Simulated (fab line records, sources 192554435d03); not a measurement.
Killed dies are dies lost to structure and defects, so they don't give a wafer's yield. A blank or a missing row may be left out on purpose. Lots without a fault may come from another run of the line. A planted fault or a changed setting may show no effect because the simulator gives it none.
fab line records | flow n5_finfet
record lots=10 wafers=30 last_day=17
route steps=1938 shown BEOL_M3@1014 BEOL_M4@1021 PASSIVATION@1936
lots that met no fault: from a run of the same line without faults
start_h: hours from the record's first day to the start of the lot's first wafer shown | wait_h: hours since the lot's step before | " the same as in the row above | L1.1+2: a row that stands for several wafers | - no value, or no start given | * or withheld: withheld | < > ~ a bound
route shown NAME@n: a module of which the file shows steps, and the number in the route of the first | usual: mean/standard deviation of fault-free wafers | same: alike in all rows | chamber/n: place in a boat | sites: the reading at each site | _std_site: their standard deviation | _edge_site: outer sites' mean less inner sites' | radius_mm: how far each site lies from the wafer's centre | mask NAME#n: copy n | behind: the tool/chamber that last shaped the wafer | hold: why the lot was held/for how many hours/how that ended | device: the transistor (n, p or np) that didn't switch | end of line: the same wafers' tests at the end of the route | a step without rows: its recipe alone | killed: dies lost to structure and defects at the first sort, not the wafer's yield | map: a wafer's dies, x killed, . not, _ none there
set.NAME: the setting as run; set.NAME@STEP: as run at that earlier step | model.NAME: the simulator's own value behind a step, which no gauge read
steps of the route over a sample of lots; a table a step, a row a wafer
services: from which hour (start_h, from the record's first day; less than 0 if before it) a tool's chamber was out of use, for how many hours, and why
## steps
# step N5_BEOL_M3_THK_MEAS_53
# recipe thk_meas_gauge=xrf reads=Cu_of_BEOL_M3_ECD_50
# usual M3_THK=41.2/1.8
# columns lot.wafer tool chamber start_h wait_h M3_THK[nm]
L189.1 film_metro-02 - 151.32 - 41.8
L189.3 " - " " 40.3
L189.6 " - " " 44.1
L195.2 film_metro-02 - 187.91 - 44.2
L195.3 " - " " 43.5
L195.4 " - " " 44.1
L194.1 film_metro-02 - 193.84 - 40.0
L194.3 " - " " 40.2
L194.5 " - " " 40.1
L196.1 film_metro-01 - 195.88 - 38.5
L196.3 " - " " 41.7
L196.6 " - " " 43.8
L198.3 film_metro-02 - 199.56 - 40.1
L198.4 " - " " 38.2
L198.5 " - " " 41.2
L199.1 film_metro-02 - 216.74 - 39.4
L199.2 " - " " 42.7
L199.5 " - " " 41.9
L200.2 film_metro-02 - 222.58 - 39.3
L200.5 " - " " 40.0
L200.6 " - " " 41.1
L207.1 film_metro-01 - 262.47 - 41.9
L207.2 " - " " 40.6
L207.4 " - " " 43.4
L208.1 film_metro-01 - 278.98 - 39.9
L208.3 " - " " 40.8
L208.4 " - " " 42.7
L211.1 film_metro-01 - 295.05 - 42.7
L211.4 " - " " 40.0
L211.5 " - " " 41.5
# step N5_BEOL_M3_DEP_57
# recipe material=SiCN target_thk_a=80 temp_c=withheld precursor=3MS/NH3 pressure_torr=3 rf_w=202 time_s=14
# usual showerhead_plenum_p_Torr=3.663/0.014 throttle_valve_pct=9.0/0.36
# columns lot.wafer tool chamber start_h wait_h showerhead_plenum_p_Torr throttle_valve_pct
L189.1 pecvd-01 1 151.51 0.0 3.647 9.4
L189.3 " 0 " " 3.649 9.3
L189.6 " 1 " " 3.639 9.0
L195.2 pecvd-01 1 188.10 0.0 3.648 9.1
L195.3 " 0 " " 3.664 9.5
L195.4 " 0 " " 3.655 9.7
L194.1 pecvd-01 2 194.03 0.0 3.674 8.9
L194.3 " 0 " " 3.661 9.5
L194.5 " 1 " " 3.643 9.2
L196.1 pecvd-01 1 196.07 0.0 3.654 8.9
L196.3 " 2 " " 3.674 8.9
L196.6 " 0 " " 3.655 9.0
L198.3 pecvd-01 0 199.75 0.0 3.659 9.4
L198.4 " 2 " " 3.674 8.8
L198.5 " 1 " " 3.641 9.2
L199.1 pecvd-01 1 217.04 0.1 3.634 8.8
L199.2 " 1 " " 3.652 8.7
L199.5 " 1 " " 3.644 9.1
L200.2 pecvd-01 1 222.78 0.0 3.641 9.0
L200.5 " 0 " " 3.663 9.4
L200.6 " 1 " " 3.651 8.8
L207.1 pecvd-03 1 262.66 0.0 3.666 9.1
L207.2 " 2 " " 3.677 8.5
L207.4 " 1 " " 3.669 9.1
L208.1 pecvd-02 0 279.17 0.0 3.680 9.4
L208.3 " 1 " " 3.676 9.1
L208.4 " 0 " " 3.671 9.3
L211.1 pecvd-02 1 295.27 0.0 3.684 9.1
L211.4 " 2 " " 3.669 8.4
L211.5 " 2 " " 3.656 8.4
# step N5_BEOL_M4_ILD_DEP_00
# recipe material=SiOC target_thk_a=790 temp_c=350 precursor=DEMS/O2 pressure_torr=5 rf_w=500 time_s=15.3
# usual heater_power_w=551/80 showerhead_plenum_p_Torr=5.686/0.016 throttle_valve_pct=11.9/0.4
# columns lot.wafer tool chamber start_h wait_h heater_power_w showerhead_plenum_p_Torr throttle_valve_pct
L189.1 pecvd-02 1 151.64 0.0 655 5.705 12.1
L189.3 " 2 " " 621 5.691 11.3
L189.6 " 0 " " 487 5.706 12.2
L195.2 pecvd-01 0 188.23 0.0 503 5.680 12.0
L195.3 " 1 " " 418 5.684 11.7
L195.4 " 1 " " 417 5.660 11.7
L194.1 pecvd-01 1 194.16 0.0 433 5.669 11.8
L194.3 " 0 " " 520 5.691 12.5
L194.5 " 0 " " 411 5.682 12.4
L196.1 pecvd-01 1 196.20 0.0 452 5.670 11.8
L196.3 " 0 " " 438 5.686 12.2
L196.6 " 1 " " 348 5.683 12.1
L198.3 pecvd-04 2 199.88 0.0 581 5.661 12.3
L198.4 " 2 " " 555 5.675 12.3
L198.5 " 1 " " 470 5.663 11.6
L199.1 pecvd-04 1 217.24 0.0 528 5.681 11.3
L199.2 " 2 " " 539 5.669 12.4
L199.5 " 0 " " 533 5.704 12.3
L200.2 pecvd-04 0 222.93 0.0 653 5.698 12.2
L200.5 " 0 " " 654 5.680 11.9
L200.6 " 2 " " 635 5.667 12.0
L207.1 pecvd-01 2 262.79 0.0 576 5.709 11.6
L207.2 " 0 " " 483 5.677 12.1
L207.4 " 2 " " 605 5.722 11.7
L208.1 pecvd-04 2 279.30 0.0 598 5.664 12.5
L208.3 " 1 " " 476 5.685 11.6
L208.4 " 0 " " 657 5.676 12.3
L211.1 pecvd-02 1 295.46 0.1 633 5.720 12.0
L211.4 " 2 " " 608 5.678 11.5
L211.5 " 2 " " 628 5.680 11.3
# step N5_BEOL_M4_COAT_73
# recipe resist=underlayer temp_c=205 time_s=60 spin_rpm=1500 resist_thk_nm=5
# usual spin_speed_rpm=1499.7/0.97
# columns lot.wafer tool chamber start_h wait_h spin_speed_rpm
L189.1 litho_track-01 0 152.74 - 1499.7
L189.3 " 0 " " 1500.0
L189.6 " 0 " " 1500.7
L195.2 litho_track-02 0 188.73 - 1501.0
L195.3 " 0 " " 1500.1
L195.4 " 0 " " 1500.1
L194.1 litho_track-03 0 194.53 - 1500.0
L194.3 " 0 " " 1500.2
L194.5 " 0 " " 1499.8
L196.1 litho_track-02 0 196.50 - 1358.6
L196.3 " 0 " " 1357.0
L196.6 " 0 " " 1356.3
L198.3 litho_track-02 0 200.55 - 1357.2
L198.4 " 0 " " 1357.1
L198.5 " 0 " " 1356.6
L199.1 litho_track-02 0 217.99 - 1359.3
L199.2 " 0 " " 1357.8
L199.5 " 0 " " 1354.8
L200.2 litho_track-01 0 224.64 - 1500.7
L200.5 " 0 " " 1499.1
L200.6 " 0 " " 1499.6
L207.1 litho_track-03 0 263.17 - 1498.9
L207.2 " 0 " " 1499.9
L207.4 " 0 " " 1499.2
L208.1 litho_track-01 0 279.95 - 1499.9
L208.3 " 0 " " 1500.1
L208.4 " 0 " " 1500.3
L211.1 litho_track-02 0 297.18 - 1499.8
L211.4 " 0 " " 1500.4
L211.5 " 0 " " 1498.3
# step N5_BEOL_M4_RC_MEAS_101
# usual DIBL_N=35.9/1.4 DIBL_P=35.9/1.7 IOFF_N=0.160/0.026 IOFF_P=0.21/0.036 ION_N=672/11 ION_P=461/8.1 SS_N=71.4/0.54 SS_P=73.2/0.67 VT_N=249.3/2.7 VT_P=-250/3.9
# columns lot.wafer tool chamber start_h wait_h DIBL_N[mV/V] DIBL_P[mV/V] IOFF_N[nA/um] IOFF_P[nA/um] ION_N[uA/um] ION_P[uA/um] SS_N[mV/dec] SS_P[mV/dec] VT_N[mV] VT_P[mV]
L189.1 prober-01 0 161.63 0.0 35.5 35.6 0.172 0.26 685 473 71.3 73.5 250.0 -243
L189.3 " 0 " " 34.1 33.7 0.148 0.23 678 478 71.3 73.0 248.9 -246
L189.6 " 0 " " 34.8 34.4 0.159 0.24 681 474 71.0 72.9 248.9 -244
L195.2 prober-01 0 197.59 0.2 35.8 37.4 0.168 0.24 689 473 71.4 73.3 248.0 -249
L195.3 " 0 " " 37.2 38.3 0.183 0.24 681 463 71.7 73.6 246.9 -247
L195.4 " 0 " " 35.4 36.6 0.158 0.21 666 459 70.7 73.8 249.3 -252
L194.1 prober-01 0 206.52 0.0 37.4 35.6 0.178 0.20 674 456 71.8 73.3 247.8 -255
L194.3 " 0 " " 37.1 36.0 0.178 0.21 686 458 71.6 73.6 249.2 -253
L194.5 " 0 " " 35.0 33.4 0.136 0.16 664 448 71.7 72.4 253.0 -255
L196.1 prober-01 0 208.68 0.0 36.4 34.8 0.153 0.20 671 464 71.4 73.4 250.6 -250
L196.3 " 0 " " 36.4 35.9 0.160 0.23 677 474 71.3 73.2 248.7 -247
L196.6 " 0 " " 35.4 34.2 0.147 0.20 670 465 70.6 72.6 249.6 -246
L198.3 prober-02 0 221.33 0.3 35.6 34.3 0.140 0.19 666 456 71.3 72.4 253.3 -252
L198.4 " 0 " " 35.7 35.1 0.142 0.19 663 457 70.9 72.9 251.2 -250
L198.5 " 0 " " 36.2 34.6 0.146 0.19 670 462 71.1 72.4 250.4 -250
L199.1 prober-02 0 230.17 0.0 35.7 35.9 0.157 0.21 667 456 71.3 73.0 250.1 -247
L199.2 " 0 " " 34.4 34.8 0.137 0.20 666 463 70.3 73.0 248.8 -248
L199.5 " 0 " " 33.6 33.0 0.122 0.17 648 452 71.2 71.8 253.3 -251
L200.2 prober-01 0 232.21 0.2 35.7 36.3 0.153 0.19 676 455 70.7 74.0 248.6 -255
L200.5 " 0 " " 32.5 31.9 0.104 0.14 658 448 70.6 72.7 258.3 -257
L200.6 " 0 " " 36.7 37.0 0.161 0.20 663 452 71.4 74.8 250.6 -255
L207.1 prober-01 0 276.40 0.0 37.8 38.4 0.207 0.23 679 458 72.8 73.4 246.9 -248
L207.2 " 0 " " 34.7 34.8 0.137 0.18 658 456 71.4 72.3 250.4 -252
L207.4 " 0 " " 37.3 38.4 0.178 0.23 672 459 72.2 74.3 245.6 -248
L208.1 prober-01 0 288.39 0.0 35.5 35.9 0.162 0.25 663 465 72.1 72.7 249.5 -243
L208.3 " 0 " " 37.5 38.4 0.193 0.28 680 472 72.4 74.2 248.3 -244
L208.4 " 0 " " 35.4 35.7 0.156 0.24 667 462 71.2 72.8 249.9 -248
L211.1 prober-01 0 309.69 0.0 36.2 37.0 0.186 0.23 670 458 72.1 73.9 245.1 -248
L211.4 " 0 " " 35.4 37.1 0.171 0.22 690 465 71.6 74.4 248.0 -250
L211.5 " 0 " " 34.2 34.5 0.136 0.18 660 451 71.1 72.8 251.7 -253
# step N5_PASSIVATION_PROBE_49
# usual defect_limited_yield=90.9/1.5 killed_at_M0_to_M3=35/10 killed_at_M4_up=14/5.2 killed_at_contacts=13/7.3 killed_at_front_end=42/12 killed_at_other=3.4/2.5 killed_dies=108/18 killed_on_rim=14/4.2 killed_open=70/13 killed_short=35/8 sort_bin_5_function=5.4/1 sort_bin_6_memory=3.4/0.71 sort_n_pass=1072/18 sort_yield_pct=90.9/1.5
# same gross_dies=1180 killed_at_back_side=0 sort_bin_4_leakage[%]=0 sort_bin_8_speed[%]=0
# columns lot.wafer tool chamber start_h wait_h defect_limited_yield[%] killed_at_M0_to_M3 killed_at_M4_up killed_at_contacts killed_at_front_end killed_at_other killed_dies killed_on_rim killed_open killed_short sort_bin_5_function[%] sort_bin_6_memory[%] sort_n_pass sort_yield_pct[%]
L189.1 prober-02 - 273.68 0.0 93.1 25 12 11 28 6 82 8 49 32 3.3 3.3 1098 93.1
L189.3 prober-02 - 273.78 0.1 92.8 18 16 14 33 4 85 8 57 26 4.9 1.9 1095 92.8
L189.6 prober-02 - 273.93 0.3 91.5 19 23 10 42 6 100 10 70 24 4.9 3.2 1080 91.5
L195.2 prober-01 - 299.93 0.1 92.5 46 9 9 21 3 88 12 45 41 4.4 2.5 1092 92.5
L195.3 prober-01 - 299.98 0.1 91.3 49 14 10 29 1 103 15 65 38 4.7 3.6 1077 91.3
L195.4 prober-01 - 300.03 0.2 92.6 48 13 4 20 2 87 5 54 32 4.3 2.8 1093 92.6
L194.1 prober-02 - 303.40 0.0 92.1 29 11 19 31 3 93 14 57 34 4.2 3.5 1087 92.1
L194.3 prober-02 - 303.50 0.1 92.0 22 22 9 37 4 94 13 54 36 5.4 2.2 1086 92.0
L194.5 prober-02 - 303.60 0.2 90.6 24 16 22 45 4 111 10 82 26 5.3 3.9 1069 90.6
L198.3 prober-01 - 317.58 0.1 88.8 42 7 19 60 4 132 24 85 41 5.9 4.7 1048 88.8
L198.4 prober-01 - 317.63 0.2 91.4 34 13 15 39 1 102 13 61 39 5.0 3.2 1078 91.4
L198.5 prober-01 - 317.68 0.2 89.2 43 13 20 51 1 128 12 83 39 5.3 4.7 1052 89.2
L196.1 prober-02 - 320.97 0.0 92.4 43 12 7 22 6 90 10 62 28 4.9 2.4 1090 92.4
L196.3 prober-02 - 321.07 0.1 91.8 30 14 6 47 0 97 13 67 26 5.3 2.8 1083 91.8
L196.6 prober-02 - 321.22 0.3 90.1 37 25 5 48 2 117 19 77 39 6.2 3.6 1063 90.1
L199.1 prober-01 - 338.34 0.0 89.5 47 23 16 32 6 124 17 88 36 6.4 3.7 1056 89.5
L199.2 prober-01 - 338.39 0.1 90.8 44 13 11 39 2 109 11 69 39 5.5 3.5 1071 90.8
L199.5 prober-01 - 338.54 0.2 88.1 39 25 18 58 0 140 11 101 38 7.2 4.5 1040 88.1
L200.2 prober-02 - 341.37 0.1 90.0 38 20 12 43 5 118 5 80 37 5.6 4.0 1062 90.0
L200.5 prober-02 - 341.52 0.2 91.3 24 12 5 60 2 103 15 74 27 4.5 3.7 1077 91.3
L200.6 prober-02 - 341.57 0.3 92.0 29 23 7 34 1 94 9 63 26 5.3 2.5 1086 92.0
L207.1 prober-02 - 381.99 0.0 91.2 33 11 10 44 6 104 20 81 22 5.3 3.1 1076 91.2
L207.2 prober-02 - 382.04 0.1 92.9 32 10 14 26 2 84 9 58 25 4.6 2.5 1096 92.9
L207.4 prober-02 - 382.14 0.2 91.4 30 20 10 40 2 102 11 62 38 5.3 3.2 1078 91.4
L208.1 prober-01 - 405.70 0.0 92.4 19 7 10 47 7 90 12 59 26 4.6 2.9 1090 92.4
L208.3 prober-01 - 405.80 0.1 93.6 26 11 1 34 3 75 6 45 27 3.8 2.5 1105 93.6
L208.4 prober-01 - 405.85 0.2 89.8 37 9 10 64 0 120 12 82 32 6.8 2.9 1060 89.8
L211.1 prober-01 - 417.87 0.0 91.9 27 10 7 49 2 95 12 57 36 4.7 3.0 1085 91.9
L211.4 prober-01 - 418.02 0.2 92.3 33 11 6 29 12 91 13 51 39 4.6 2.8 1089 92.3
L211.5 prober-01 - 418.07 0.2 89.7 35 11 22 47 6 121 18 85 36 6.2 3.6 1059 89.7
# killed by level:class
L189.1 MOL_CONTACT_COAG:geometric_particle:open=7 BEOL_M3:geometric_particle:open=7 FIN_SAQP:geometric_particle:short=6 BEOL_M0_SAQP:geometric_particle:short=6 BEOL_M1:geometric_particle:open=5 STI_FIN_REVEAL:geometric_particle:open=4 ILD0:geometric_particle:open=4 MOL_CONTACT_COAG:geometric_particle:short=4
L189.3 MOL_CONTACT_COAG:geometric_particle:open=14 BEOL_M4:geometric_particle:open=13 GATE_CUT:geometric_particle:short=7 FIN_SAQP:geometric_particle:open=6 FIN_SAQP:geometric_particle:short=5 BEOL_M0_SAQP:geometric_particle:open=4 BEOL_M0_SAQP:geometric_particle:short=4 ILD0:geometric_particle:short=3
L189.6 FIN_SAQP:geometric_particle:open=17 BEOL_M4:geometric_particle:open=17 MOL_CONTACT_COAG:geometric_particle:open=6 BEOL_M0_SAQP:geometric_particle:open=5 FIN_SAQP:geometric_particle:short=4 BEOL_M3:geometric_particle:open=4 STARTING-WAFER:geometric_particle:open=4 BEOL_M0:geometric_particle:open=3
L195.2 BEOL_M0_SAQP:geometric_particle:short=16 BEOL_M0_SAQP:geometric_particle:open=11 FIN_SAQP:geometric_particle:short=6 MOL_CONTACT_COAG:geometric_particle:open=6 BEOL_M3:geometric_particle:open=6 FIN_SAQP:geometric_particle:open=3 STI_FIN_REVEAL:geometric_particle:open=3 BEOL_M4:geometric_particle:open=3
L195.3 BEOL_M0_SAQP:geometric_particle:open=15 BEOL_M0_SAQP:geometric_particle:short=12 BEOL_M2:geometric_particle:open=11 BEOL_M5:geometric_particle:open=7 STI_FIN_REVEAL:geometric_particle:open=6 MOL_CONTACT_COAG:geometric_particle:short=5 MOL_CONTACT_COAG:geometric_particle:open=5 FIN_SAQP:geometric_particle:short=4
L195.4 BEOL_M0_SAQP:geometric_particle:short=13 BEOL_M0_SAQP:geometric_particle:open=10 BEOL_M4:geometric_particle:open=7 BEOL_M1:geometric_particle:open=6 BEOL_M3:geometric_particle:open=6 STARTING-WAFER:geometric_particle:open=6 BEOL_M3:geometric_particle:short=5 DUMMY_GATE:geometric_particle:open=4
L194.1 MOL_CONTACT_COAG:geometric_particle:open=16 FIN_SAQP:geometric_particle:open=9 BEOL_M0_SAQP:geometric_particle:short=9 FIN_SAQP:geometric_particle:short=7 STI_FIN_REVEAL:geometric_particle:open=5 BEOL_M2:geometric_particle:open=5 GATE_CUT:geometric_particle:short=4 BEOL_M0_SAQP:geometric_particle:open=4
L194.3 STI_FIN_REVEAL:geometric_particle:open=12 BEOL_M0_SAQP:geometric_particle:short=8 BEOL_M4:geometric_particle:open=6 BEOL_M5:geometric_particle:short=6 MOL_CONTACT_COAG:geometric_particle:open=6 BEOL_M0_SAQP:geometric_particle:open=6 FIN_SAQP:geometric_particle:open=4 FIN_SAQP:geometric_particle:short=4
L194.5 MOL_CONTACT_COAG:geometric_particle:open=20 FIN_SAQP:geometric_particle:open=15 STI_FIN_REVEAL:geometric_particle:open=13 BEOL_M0_SAQP:geometric_particle:open=9 FIN_SAQP:geometric_particle:short=5 BEOL_M0_SAQP:geometric_particle:short=4 BEOL_M1:geometric_particle:short=4 BEOL_M5:geometric_particle:open=4
L198.3 STI_FIN_REVEAL:geometric_particle:open=27 MOL_CONTACT_COAG:geometric_particle:open=14 BEOL_M0_SAQP:geometric_particle:short=11 BEOL_M3:geometric_particle:open=8 GATE_CUT:geometric_particle:short=8 BEOL_M0_SAQP:geometric_particle:open=7 FIN_SAQP:geometric_particle:open=6 STI_FIN_REVEAL:geometric_particle:short=5
L198.4 MOL_CONTACT_COAG:geometric_particle:open=13 BEOL_M0_SAQP:geometric_particle:short=10 BEOL_M0_SAQP:geometric_particle:open=9 STI_FIN_REVEAL:geometric_particle:open=6 GATE_CUT:geometric_particle:short=6 FIN_SAQP:geometric_particle:open=5 STI_FIN_REVEAL:geometric_particle:short=4 BEOL_M1:geometric_particle:open=4
L198.5 MOL_CONTACT_COAG:geometric_particle:open=18 BEOL_M0_SAQP:geometric_particle:short=14 BEOL_M0_SAQP:geometric_particle:open=13 STI_FIN_REVEAL:geometric_particle:open=12 GATE_CUT:geometric_particle:short=8 FIN_SAQP:geometric_particle:open=6 STARTING-WAFER:geometric_particle:open=6 BEOL_M3:geometric_particle:open=6
L196.1 BEOL_M0_SAQP:geometric_particle:open=17 BEOL_M0_SAQP:geometric_particle:short=9 BEOL_M2:geometric_particle:open=7 MOL_CONTACT_COAG:geometric_particle:open=6 BEOL_M4:geometric_particle:open=6 FIN_SAQP:geometric_particle:short=4 GATE_CUT:geometric_particle:short=4 BEOL_M3:geometric_particle:open=4
L196.3 GATE_CUT:geometric_particle:short=11 FIN_SAQP:geometric_particle:open=10 BEOL_M2:geometric_particle:open=10 BEOL_M0_SAQP:geometric_particle:open=6 STI_FIN_REVEAL:geometric_particle:open=5 MOL_CONTACT_COAG:geometric_particle:open=5 ILD0:geometric_particle:open=4 GATE_CUT:geometric_particle:open=4
L196.6 BEOL_M4:geometric_particle:open=11 STI_FIN_REVEAL:geometric_particle:open=10 BEOL_M0_SAQP:geometric_particle:open=9 BEOL_M1:geometric_particle:open=9 BEOL_M2:geometric_particle:open=7 BEOL_M8:geometric_particle:open=6 FIN_SAQP:geometric_particle:short=5 BEOL_M0_SAQP:geometric_particle:short=5
L199.1 FIN_SAQP:geometric_particle:open=13 MOL_CONTACT_COAG:geometric_particle:open=13 BEOL_M2:geometric_particle:short=9 BEOL_M5:geometric_particle:open=8 BEOL_M0_SAQP:geometric_particle:open=8 BEOL_M2:geometric_particle:open=8 BEOL_M1:geometric_particle:open=7 BEOL_M0_SAQP:geometric_particle:short=7
L199.2 FIN_SAQP:geometric_particle:open=12 MOL_CONTACT_COAG:geometric_particle:open=9 BEOL_M3:geometric_particle:open=8 FIN_SAQP:geometric_particle:short=6 BEOL_M0_SAQP:geometric_particle:open=6 BEOL_M0_SAQP:geometric_particle:short=6 BEOL_M3:geometric_particle:short=6 BEOL_M4:geometric_particle:open=6
L199.5 FIN_SAQP:geometric_particle:open=23 FIN_SAQP:geometric_particle:short=15 BEOL_M4:geometric_particle:open=14 MOL_CONTACT_COAG:geometric_particle:open=14 BEOL_M2:geometric_particle:open=9 BEOL_M3:geometric_particle:open=9 BEOL_M0_SAQP:geometric_particle:short=8 STI_FIN_REVEAL:geometric_particle:open=7
L200.2 BEOL_M4:geometric_particle:open=13 STI_FIN_REVEAL:geometric_particle:open=12 BEOL_M2:geometric_particle:open=10 BEOL_M3:geometric_particle:open=10 FIN_SAQP:geometric_particle:open=9 MOL_CONTACT_COAG:geometric_particle:open=7 BEOL_M0_SAQP:geometric_particle:short=7 MOL_CONTACT_COAG:geometric_particle:short=5
L200.5 FIN_SAQP:geometric_particle:open=14 DUMMY_GATE:geometric_particle:open=10 STI_FIN_REVEAL:geometric_particle:open=7 BEOL_M3:geometric_particle:open=7 BEOL_M4:geometric_particle:open=5 FIN_SAQP:geometric_particle:short=4 ILD0:geometric_particle:open=4 MOL_CONTACT_COAG:geometric_particle:open=4
L200.6 BEOL_M1:geometric_particle:open=8 MOL_CONTACT_COAG:geometric_particle:open=7 BEOL_M4:geometric_particle:open=7 BEOL_M3:geometric_particle:open=6 FIN_SAQP:geometric_particle:open=4 GATE_CUT:geometric_particle:short=4 BEOL_M0:geometric_particle:open=4 BEOL_M2:geometric_particle:open=4
L207.1 FIN_SAQP:geometric_particle:open=10 MOL_CONTACT_COAG:geometric_particle:open=10 BEOL_M1:geometric_particle:open=9 STI_FIN_REVEAL:geometric_particle:open=8 DUMMY_GATE:geometric_particle:open=6 GATE_CUT:geometric_particle:short=6 BEOL_M0_SAQP:geometric_particle:open=6 BEOL_M2:geometric_particle:open=5
L207.2 MOL_CONTACT_COAG:geometric_particle:open=11 BEOL_M2:geometric_particle:open=8 BEOL_M3:geometric_particle:open=7 FIN_SAQP:geometric_particle:short=5 GATE_CUT:geometric_particle:open=5 BEOL_M0:geometric_particle:open=5 BEOL_M4:geometric_particle:open=5 BEOL_M1:geometric_particle:open=4
L207.4 MOL_CONTACT_COAG:geometric_particle:open=8 GATE_CUT:geometric_particle:short=7 BEOL_M5:geometric_particle:open=6 FIN_SAQP:geometric_particle:short=5 STI_FIN_REVEAL:geometric_particle:open=5 DUMMY_GATE:geometric_particle:open=5 STARTING-WAFER:geometric_particle:short=5 BEOL_M1:geometric_particle:open=4
L208.1 DUMMY_GATE:geometric_particle:open=10 STI_FIN_REVEAL:geometric_particle:open=8 BEOL_M3:geometric_particle:open=7 FIN_SAQP:geometric_particle:open=6 MOL_CONTACT_COAG:geometric_particle:open=6 GATE_CUT:geometric_particle:short=5 MOL_CONTACT_COAG:geometric_particle:short=4 STARTING-WAFER:geometric_particle:short=4
L208.3 FIN_SAQP:geometric_particle:open=12 FIN_SAQP:geometric_particle:short=9 BEOL_M2:geometric_particle:open=7 BEOL_M1:geometric_particle:short=5 BEOL_M3:geometric_particle:open=5 BEOL_M4:geometric_particle:open=5 BEOL_M1:geometric_particle:open=3 STARTING-WAFER:geometric_particle:short=3
L208.4 BEOL_M3:geometric_particle:open=13 DUMMY_GATE:geometric_particle:open=11 FIN_SAQP:geometric_particle:short=10 FIN_SAQP:geometric_particle:open=10 MOL_CONTACT_COAG:geometric_particle:open=8 BEOL_M2:geometric_particle:open=7 GATE_CUT:geometric_particle:open=6 FIN_CUT:geometric_particle:open=5
L211.1 FIN_SAQP:geometric_particle:open=17 FIN_SAQP:geometric_particle:short=13 BEOL_M0_SAQP:geometric_particle:short=6 MOL_CONTACT_COAG:geometric_particle:open=6 BEOL_M2:geometric_particle:open=5 BEOL_M4:geometric_particle:open=5 GATE_CUT:geometric_particle:short=4 BEOL_M0_SAQP:geometric_particle:open=4
L211.4 FIN_SAQP:geometric_particle:short=10 BEOL_M2:geometric_particle:open=7 BEOL_M0:geometric_particle:open=6 FIN_SAQP:geometric_particle:open=5 MOL_CONTACT_COAG:geometric_particle:open=5 BEOL_M0_SAQP:geometric_particle:short=5 BEOL_M0_SAQP:geometric_particle:open=4 BEOL_M4:geometric_particle:open=4
L211.5 FIN_SAQP:geometric_particle:open=17 MOL_CONTACT_COAG:geometric_particle:open=15 FIN_SAQP:geometric_particle:short=13 STI_FIN_REVEAL:geometric_particle:open=9 BEOL_M2:geometric_particle:open=9 BEOL_M0_SAQP:geometric_particle:open=8 MOL_CONTACT_COAG:geometric_particle:short=7 BEOL_M4:geometric_particle:open=7
## services
# columns tool chamber start_h hours kind
pecvd-03 2 138.28 2.1 scheduled_down
pecvd-02 - 149.20 1.5 repair
pecvd-02 0 162.79 21.3 repair
pecvd-02 - 174.89 0.7 repair
pecvd-01 - 178.63 6.0 pm
pecvd-02 - 185.19 4.3 pm
pecvd-01 2 207.56 17.3 repair
pecvd-03 - 212.33 5.2 repair
pecvd-01 0 214.99 5.0 scheduled_down
pecvd-04 1 222.69 5.5 scheduled_down
pecvd-04 0 228.15 2.1 scheduled_down
pecvd-02 1 234.64 2.1 scheduled_down
litho_track-02 - 251.69 - consumable_replace:filter
pecvd-03 - 266.75 2.8 pm
pecvd-01 0 270.45 - calibration
litho_track-02 - 274.30 - consumable_replace:filter
pecvd-01 - 294.03 5.5 pm
## key
first_sign step=N5_BEOL_M4_COAT_73 reading=spin_speed_rpm direction=down sigmas=99+ usual=* struck=*
effect none on later readings
met_at N5_BEOL_M4_COAT_73
struck_lots L196,L198,L199
not_acting_at N5_BEOL_M3_THK_MEAS_53,N5_BEOL_M3_DEP_57,N5_BEOL_M4_ILD_DEP_00
onset_between 188.73 196.50
fault kind=process_parameter_drift tool=litho_track-02 chamber=- onset_h=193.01 steps=N5_BEOL_M4_COAT_73 channel=spin_rpm offset=* shape=step end_h=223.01 acts_in=* stated=*
